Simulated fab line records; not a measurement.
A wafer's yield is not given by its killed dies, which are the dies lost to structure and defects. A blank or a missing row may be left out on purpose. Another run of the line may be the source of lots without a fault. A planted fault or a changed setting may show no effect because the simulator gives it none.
Split-lot trial | flow n5-finfet | route with 1938 steps; 7 lots, 39 wafers read

== ON THE SPLIT ==
At N5_DUMMY_GATE_ETCH_42 (etches SiO2 in CHF3/O2, target depth 3.5 nm, time 31 s), the setting bias-w was moved away from the recipe's 12 W on 15 of the 39 wafers read, by -12.5% to +16.0%. This setting was run at the recipe's value on the other wafers.

The split's own step is where the reading is taken.

== THE READING ==
rf-vpp-V, in V, at N5_DUMMY_GATE_ETCH_42 (etches SiO2 in CHF3/O2, target depth 3.5 nm, time 31 s). A value of 42.6 V with a standard deviation of 0.98 V is what fault-free wafers of this fab line usually give.

wafer  | tool, chamber at the split | bias-w as run, W | against the recipe | rf-vpp-V, V | against lot-mates on the recipe
L077.1 | rie-diel-03, 3             | 12               | recipe             | 42.4        | -
L077.2 | rie-diel-03, 1             | 12               | recipe             | 42.8        | -
L077.3 | rie-diel-03, 0             | 12               | recipe             | 42.9        | -
L077.4 | rie-diel-03, 2             | 12               | recipe             | 43.0        | -
L077.5 | rie-diel-03, 2             | 12               | recipe             | 43.4        | -
L077.6 | rie-diel-03, 3             | 12               | recipe             | 42.0        | -
L078.1 | rie-diel-03, 0             | 12               | recipe             | 41.6        | -
L078.2 | rie-diel-03, 2             | 13.32            | +11.0%             | 46.3        | +4.3
L078.3 | rie-diel-03, 1             | 12               | recipe             | 42.2        | -
L078.4 | rie-diel-03, 3             | 13.32            | +11.0%             | 45.8        | +3.8
L078.5 | rie-diel-03, 2             | 12               | recipe             | 42.1        | -
L078.6 | rie-diel-03, 3             | 13.32            | +11.0%             | 45.4        | +3.4
L082.1 | rie-diel-01, 1             | 12               | recipe             | 42.1        | -
L082.2 | rie-diel-01, 3             | 10.5             | -12.5%             | 39.3        | -2.2
L082.3 | rie-diel-01, 2             | 12               | recipe             | 41.3        | -
L082.4 | rie-diel-01, 0             | 10.5             | -12.5%             | 38.8        | -2.7
L082.5 | rie-diel-01, 1             | 10.5             | -12.5%             | 38.7        | -2.8
L082.6 | rie-diel-01, 0             | 12               | recipe             | 41.0        | -
L084.1 | rie-diel-03, 0             | 12.99            | +8.3%              | 44.8        | +1.0
L084.2 | rie-diel-03, 1             | 12               | recipe             | 43.2        | -
L084.3 | rie-diel-03, 2             | 12               | recipe             | 44.6        | -
L084.4 | rie-diel-03, 2             | 12.99            | +8.3%              | 47.0        | +3.2
L084.5 | rie-diel-03, 0             | 12.99            | +8.3%              | 44.3        | +0.5
L084.6 | rie-diel-03, 1             | 12               | recipe             | 43.6        | -
L085.1 | rie-diel-03, 0             | 13.92            | +16.0%             | 47.2        | +4.3
L085.2 | rie-diel-03, 3             | 13.92            | +16.0%             | 49.8        | +6.9
L085.3 | rie-diel-03, 2             | 12               | recipe             | 41.9        | -
L085.4 | rie-diel-03, 1             | 12               | recipe             | 44.2        | -
L085.5 | rie-diel-03, 2             | 12               | recipe             | 42.6        | -
L085.6 | rie-diel-03, 1             | 13.92            | +16.0%             | 48.7        | +5.8
L090.1 | rie-diel-01, 0             | 12               | recipe             | 41.4        | -
L090.5 | rie-diel-01, 2             | 12               | recipe             | 42.1        | -
L090.6 | rie-diel-01, 3             | 12               | recipe             | 40.2        | -
L093.1 | rie-diel-03, 3             | 12               | recipe             | 43.3        | -
L093.2 | rie-diel-03, 2             | 11.23            | -6.4%              | 40.3        | -2.1
L093.3 | rie-diel-03, 1             | 11.23            | -6.4%              | 40.4        | -2.0
L093.4 | rie-diel-03, 0             | 12               | recipe             | 42.0        | -
L093.5 | rie-diel-03, 1             | 11.23            | -6.4%              | 42.2        | -0.2
L093.6 | rie-diel-03, 2             | 12               | recipe             | 41.9        | -

THE FIT
A straight line over all 39 wafers: rf-vpp-V changes by +0.328 V for each +1% of bias-w; r = +0.92; the points scatter about the line by 1 V.
The same after taking each lot's own level away (the mean of its wafers on the recipe; 39 wafers): +0.286 V for each +1%; r = +0.92; scatter 0.88 V.
According to that fit, moving bias-w by its largest amount changes the reading by 4.6 V.
Across the lots, their own levels run from 41.23 to 43.80 V, a range of 2.6 times the standard deviation given above.
Thus the slope moves with the lot-to-lot level: the two fits are different.
Check: for one of the wafers moved furthest among these (+16.0%), held out of the fit, the line's prediction against its lot-mates is +4.85 V. Against them it came out at +4.3 V.
Tool readings at the split's step, against how far the setting was moved: rf-vpp-V r = +0.92.

== THESE WAFERS: OTHER SPLITS ==
Note: prior to the reading, these wafers also went through further splits. Each is held against what the fit with the lots' levels taken away leaves over:
other split on the same wafers               | wafers away from the commonest value | r with rf-vpp-V (lot level and that fit taken away)
N5_FIN_SAQP_MANDREL_ETCH_22 icp-w            | 15                                   | -0.09
N5_FIN_CUT_EXPOSE_05 dose-mj                 | 6                                    | -0.12
N5_STI_FIN_REVEAL_ETCHBACK_08 target-depth-a | 18                                   | +0.15

== FILE'S OWN FIT ==
rf-vpp-V changes by +0.29 V for each +1% of bias-w, r = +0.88.
